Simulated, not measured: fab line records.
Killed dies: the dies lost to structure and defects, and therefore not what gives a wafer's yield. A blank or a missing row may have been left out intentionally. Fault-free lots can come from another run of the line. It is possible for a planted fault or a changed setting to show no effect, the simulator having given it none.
Comparing a struck lot with a sound one / flow n5Finfet / 15 out of 1938 route steps
Sound: these wafers, L846.2, L846.3, L846.5. Struck: wafers L853.2, L853.3, L853.5. Last of all comes the cause.
Each step with rows lists, per side, the tool, then ch with its chambers, then its first start. Under that, the readings that differ: sound wafers / struck wafers / difference of the means / sigmas: that difference in standard deviations of wafers without a fault.
alike: readings whose means differ by less than 2 such deviations, and words and numbers that are the same on both sides. not compared: withheld readings, readings that some wafer has no value for, bounds like >300 that may hide the same value, and numbers for which the record gives no deviation and whose values overlap.
A row with sigmas, a row that says differs or no value, or rows on one side alone: a step with any of these is where the two part. Numbers that don't overlap but have no deviation are shown without sigmas and don't part them. Lack of a reading on every wafer of one side parts them only where that side has two or more wafers.

first, 5 steps without rows for these wafers: N5_BEOL_M2_EBR_24; N5_BEOL_M2_SOFTBAKE_23 (time 60 s); N5_BEOL_M2_EXPOSE_25 (exposes mask V1, defocus 5 nm); N5_BEOL_M2_PEB_26 (peb time 60 s); N5_BEOL_M2_DEVELOP_27 (develop time 30 s).
N5_BEOL_M2_CD_MEAS_28: target cd 26.2 nm, target cd y 24.1 nm.
  sound on cdSem-01 ch 0, day 7 11:06; struck on cdSem-02 ch 0, day 9 04:02
  alike: cdNm
N5_BEOL_M2_OVL_MEAS_29:
  sound on overlay-01 ch 0, day 7 11:08; struck on overlay-02 ch 0, day 9 04:04
  alike: V1_OVL
N5_BEOL_M2_INSPECT_30: inspects for defects (brightfield).
  struck on defectInspect-02, day 9 04:08; sound on defectInspect-01, day 7 11:11
  alike: rawDefectCount
N5_BEOL_M2_DESCUM_33: chemistry O2, time 7 s.
  sound on rieDiel-02 ch 2,3, day 7 11:14; struck on rieDiel-05 ch 2,3, day 9 04:10
  alike: drypumpMotorCurrentA, oesProductAu, rfVppV, showerheadPlenumPTorr, throttleValvePct
  not compared: rfHoursCounterH
N5_BEOL_M2_ETCH_77: etches underlayer in N2/H2, target depth 6.5 nm, time 5.2 s.
  sound on rieDiel-02 ch 2,3, day 7 11:16; struck on rieDiel-05 ch 2,3, day 9 04:12
  alike: drypumpMotorCurrentA, etchRfOnTimeS, oesProductAu, rfVppV, showerheadPlenumPTorr, throttleValvePct
  not compared: rfHoursCounterH
N5_BEOL_M2_ETCH_69: etches SiARC in CF4, target depth 15.6 nm, time 26 s.
  sound on rieDiel-02 ch 2,3, day 7 11:17; struck on rieDiel-05 ch 2,3, day 9 04:13
  alike: cf4FlowSccm, drypumpMotorCurrentA, etchRfOnTimeS, oesProductAu, rfVppV, showerheadPlenumPTorr, throttleValvePct
  not compared: rfHoursCounterH
N5_BEOL_M2_ALD_98: deposits SiO2, target thk 2.5 nm, pulse time 1 s, co reactant pulse time 1 s.
  sound on aldSin-02 ch 1,3, day 7 11:22; struck on aldSin-03 ch 1,3, day 9 04:57
  alike: heaterPowerOuterW, heaterPowerW, precursorPulseHeightRel
N5_BEOL_M2_ETCHBACK_99: etches SiO2 in CHF3, target depth 5 nm, time 10.4 s.
  sound on rieDiel-01 ch 1,2, day 7 17:54; struck on rieDiel-01 ch 1,2,3, day 9 06:43
reading=oesProductAu (a.u.); sound=0.76 0.70 0.76; struck=1.39 1.06 1.08; difference=+0.44; sigmas=+5
  alike: drypumpMotorCurrentA, rfVppV, showerheadPlenumPTorr, throttleValvePct
  not compared: rfHoursCounterH, model.CAR-EUV_of_BEOL_M2_COAT_22.thkNm
N5_BEOL_M2_ETCH_70: etches SOC in N2/H2, target depth 80 nm, overetch 24 nm, time 130 s.
  sound on rieDiel-01 ch 1,2, day 7 17:56; struck on rieDiel-01 ch 1,2,3, day 9 06:45
  alike: drypumpMotorCurrentA, oesProductAu, rfVppV, showerheadPlenumPTorr, throttleValvePct
  not compared: rfHoursCounterH
N5_BEOL_M4_RC_MEAS_101:
  sound on prober-01 ch 0, day 8 22:01; struck on prober-01 ch 0, day 10 17:31
  alike: DIBL_N, DIBL_P, IOFF_N, IOFF_P, ION_N, ION_P, SS_N, SS_P, VT_N, VT_P

## WHERE THEY PART
Only at N5_BEOL_M2_ETCHBACK_99, as far as this record shows. Later steps at which nothing parts them and some readings are alike: N5_BEOL_M2_ETCH_70, N5_BEOL_M4_RC_MEAS_101.

WHY: what had been put in by the simulator
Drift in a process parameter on rieDiel-01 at N5_BEOL_M2_ETCHBACK_99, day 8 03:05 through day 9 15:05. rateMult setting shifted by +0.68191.
